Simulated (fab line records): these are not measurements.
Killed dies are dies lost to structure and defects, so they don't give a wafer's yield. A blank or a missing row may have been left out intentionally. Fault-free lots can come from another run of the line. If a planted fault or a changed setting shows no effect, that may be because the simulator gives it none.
Check for tools in common || flow n5Finfet || Sampled: 8 lots, 24 wafers

THE REASON FOR OPENING IT
On 2 of the 8 lots, a flag is raised at N5_BEOL_M6_CD_MEAS_11 on the reading cdNm. No-fault wafers: 38.5 nm, standard deviation 0.4.
Rule: flag the lot when none of its wafers has a number, or when each of its wafers that has one lies beyond 4 standard deviations from that mean. As for the other lots, they are considered sound.

{"lot": "L914", "measured": "day 9 04:08", "on": "cdSem-02", "cdNm (nm), wafer by wafer": "38.0 38.2 37.9", "flag": ""}
{"lot": "L923", "measured": "day 11 10:26", "on": "cdSem-02", "cdNm (nm), wafer by wafer": "34.7 35.5 35.0", "flag": "FLAGGED"}
{"lot": "L922", "measured": "day 11 10:57", "on": "cdSem-03", "cdNm (nm), wafer by wafer": "35.7 35.8 36.0", "flag": "FLAGGED"}
{"lot": "L930", "measured": "day 13 09:46", "on": "cdSem-02", "cdNm (nm), wafer by wafer": "37.7 37.6 37.9", "flag": ""}
{"lot": "L932", "measured": "day 13 14:55", "on": "cdSem-02", "cdNm (nm), wafer by wafer": "39.3 38.6 38.5", "flag": ""}
{"lot": "L934", "measured": "day 14 10:00", "on": "cdSem-03", "cdNm (nm), wafer by wafer": "39.0 39.0 39.0", "flag": ""}
{"lot": "L933", "measured": "day 14 17:31", "on": "cdSem-03", "cdNm (nm), wafer by wafer": "39.2 38.2 38.4", "flag": ""}
{"lot": "L937", "measured": "day 15 00:15", "on": "cdSem-01", "cdNm (nm), wafer by wafer": "38.4 38.2 38.5", "flag": ""}
On average the flagged lots' numbers are 35.5 nm, which is -3.0 nm against the usual, or -8 standard deviations.

EACH LOT AND THE TOOL IT RAN ON
4 process steps preceding the reading are held in the record, out of 1938 steps in the route. In each cell: the tool, then ch and the chambers that the sampled wafers went through, then the start.
{"lot": "L914", "flag": "", "N5_BEOL_M5_ANNEAL_82": "pvdSputter-03, day 8 21:40", "N5_BEOL_M5_SPUTTER_90": "pvdSputter-03, day 9 00:51", "N5_BEOL_M6_CURE_74": "uvCure-01 ch 2, day 9 02:03", "N5_BEOL_M6_EXPOSE_08": "arfiScanner-02 ch 0, day 9 04:00"}
{"lot": "L923", "flag": "FLAGGED", "N5_BEOL_M5_ANNEAL_82": "pvdSputter-03, day 11 03:53", "N5_BEOL_M5_SPUTTER_90": "pvdSputter-03, day 11 07:04", "N5_BEOL_M6_CURE_74": "uvCure-03 ch 1, day 11 08:26", "N5_BEOL_M6_EXPOSE_08": "arfiScanner-02 ch 0, day 11 10:19"}
{"lot": "L922", "flag": "FLAGGED", "N5_BEOL_M5_ANNEAL_82": "pvdSputter-02, day 11 05:10", "N5_BEOL_M5_SPUTTER_90": "pvdSputter-02, day 11 08:20", "N5_BEOL_M6_CURE_74": "uvCure-01 ch 2, day 11 09:31", "N5_BEOL_M6_EXPOSE_08": "arfiScanner-02 ch 0, day 11 10:49"}
{"lot": "L930", "flag": "", "N5_BEOL_M5_ANNEAL_82": "pvdSputter-01, day 13 02:08", "N5_BEOL_M5_SPUTTER_90": "pvdSputter-01, day 13 05:19", "N5_BEOL_M6_CURE_74": "uvCure-03 ch 2, day 13 07:16", "N5_BEOL_M6_EXPOSE_08": "arfiScanner-03 ch 0, day 13 09:38"}
{"lot": "L932", "flag": "", "N5_BEOL_M5_ANNEAL_82": "pvdSputter-02, day 13 05:46", "N5_BEOL_M5_SPUTTER_90": "pvdSputter-02, day 13 08:56", "N5_BEOL_M6_CURE_74": "uvCure-03 ch 0, day 13 10:10", "N5_BEOL_M6_EXPOSE_08": "arfiScanner-01 ch 0, day 13 14:47"}
{"lot": "L934", "flag": "", "N5_BEOL_M5_ANNEAL_82": "pvdSputter-02, day 14 00:46", "N5_BEOL_M5_SPUTTER_90": "pvdSputter-02, day 14 03:56", "N5_BEOL_M6_CURE_74": "uvCure-01 ch 1, day 14 05:07", "N5_BEOL_M6_EXPOSE_08": "arfiScanner-03 ch 0, day 14 09:52"}
{"lot": "L933", "flag": "", "N5_BEOL_M5_ANNEAL_82": "pvdSputter-01, day 14 08:20", "N5_BEOL_M5_SPUTTER_90": "pvdSputter-01, day 14 12:13", "N5_BEOL_M6_CURE_74": "uvCure-03 ch 1, day 14 13:44", "N5_BEOL_M6_EXPOSE_08": "arfiScanner-01 ch 0, day 14 17:23"}
{"lot": "L937", "flag": "", "N5_BEOL_M5_ANNEAL_82": "pvdSputter-03, day 14 16:55", "N5_BEOL_M5_SPUTTER_90": "pvdSputter-03, day 14 20:06", "N5_BEOL_M6_CURE_74": "uvCure-01 ch 1, day 14 21:17", "N5_BEOL_M6_EXPOSE_08": "arfiScanner-03 ch 0, day 15 00:07"}
These steps, and what they do:
- N5_BEOL_M5_ANNEAL_82: time 1800 s.
- N5_BEOL_M5_SPUTTER_90: material Cu, target thk 4.5 nm, time 8.29 s.
- N5_BEOL_M6_CURE_74: cures SiCOH lowk, time 240 s.
- N5_BEOL_M6_EXPOSE_08: exposes mask M6.
- N5_BEOL_M6_CD_MEAS_11: target cd 38.5 nm.

FLAGGED OVER TOTAL, TOOL BY TOOL (the gauges that took the reading come last)
{"step": "N5_BEOL_M5_ANNEAL_82", "tool": "pvdSputter-01", "lots run": 2, "flagged": 0, "share of the flagged lots": "none", "sound lots run after its first flagged lot": "-"}
{"step": "N5_BEOL_M5_ANNEAL_82", "tool": "pvdSputter-02", "lots run": 3, "flagged": 1, "share of the flagged lots": "some", "sound lots run after its first flagged lot": "2 (L932,L934)"}
{"step": "N5_BEOL_M5_ANNEAL_82", "tool": "pvdSputter-03", "lots run": 3, "flagged": 1, "share of the flagged lots": "some", "sound lots run after its first flagged lot": "1 (L937)"}
{"step": "N5_BEOL_M5_SPUTTER_90", "tool": "pvdSputter-01", "lots run": 2, "flagged": 0, "share of the flagged lots": "none", "sound lots run after its first flagged lot": "-"}
{"step": "N5_BEOL_M5_SPUTTER_90", "tool": "pvdSputter-02", "lots run": 3, "flagged": 1, "share of the flagged lots": "some", "sound lots run after its first flagged lot": "2 (L932,L934)"}
{"step": "N5_BEOL_M5_SPUTTER_90", "tool": "pvdSputter-03", "lots run": 3, "flagged": 1, "share of the flagged lots": "some", "sound lots run after its first flagged lot": "1 (L937)"}
{"step": "N5_BEOL_M6_CURE_74", "tool": "uvCure-01", "lots run": 4, "flagged": 1, "share of the flagged lots": "some", "sound lots run after its first flagged lot": "2 (L934,L937)"}
{"step": "N5_BEOL_M6_CURE_74", "tool": "uvCure-03", "lots run": 4, "flagged": 1, "share of the flagged lots": "some", "sound lots run after its first flagged lot": "3 (L930,L932,L933)"}
{"step": "N5_BEOL_M6_EXPOSE_08", "tool": "arfiScanner-01", "lots run": 2, "flagged": 0, "share of the flagged lots": "none", "sound lots run after its first flagged lot": "-"}
{"step": "N5_BEOL_M6_EXPOSE_08", "tool": "arfiScanner-02", "lots run": 3, "flagged": 2, "share of the flagged lots": "all", "sound lots run after its first flagged lot": 0}
{"step": "N5_BEOL_M6_EXPOSE_08", "tool": "arfiScanner-03", "lots run": 3, "flagged": 0, "share of the flagged lots": "none", "sound lots run after its first flagged lot": "-"}
{"step": "N5_BEOL_M6_CD_MEAS_11", "tool": "cdSem-01", "lots run": 1, "flagged": 0, "share of the flagged lots": "none", "sound lots run after its first flagged lot": "-"}
{"step": "N5_BEOL_M6_CD_MEAS_11", "tool": "cdSem-02", "lots run": 4, "flagged": 1, "share of the flagged lots": "some", "sound lots run after its first flagged lot": "2 (L930,L932)"}
{"step": "N5_BEOL_M6_CD_MEAS_11", "tool": "cdSem-03", "lots run": 3, "flagged": 1, "share of the flagged lots": "some", "sound lots run after its first flagged lot": "2 (L934,L933)"}

THE TABLE: WHAT IT ALLOWS
In the table, 1 row covers all flagged lots: arfiScanner-02 at N5_BEOL_M6_EXPOSE_08.
- arfiScanner-02 at N5_BEOL_M6_EXPOSE_08: 2 of its 3 lots flagged. Its last sound lot is L914 (day 9 04:00), its first flagged lot L923 (day 11 10:19): a fault that began between those two fits. Its own readings (exposureDoseMJCm2) fall more than 4 standard deviations out on all wafers of the flagged lots.
Left over: one tool, arfiScanner-02 at N5_BEOL_M6_EXPOSE_08.

WHAT HAD BEEN PUT IN BY THE SIMULATOR
Process parameter drift: arfiScanner-02, from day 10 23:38 on, at N5_BEOL_M6_EXPOSE_08. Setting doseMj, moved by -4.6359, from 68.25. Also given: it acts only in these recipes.
Shown lots that were struck: L923, L922. The rule given above showed the same thing.
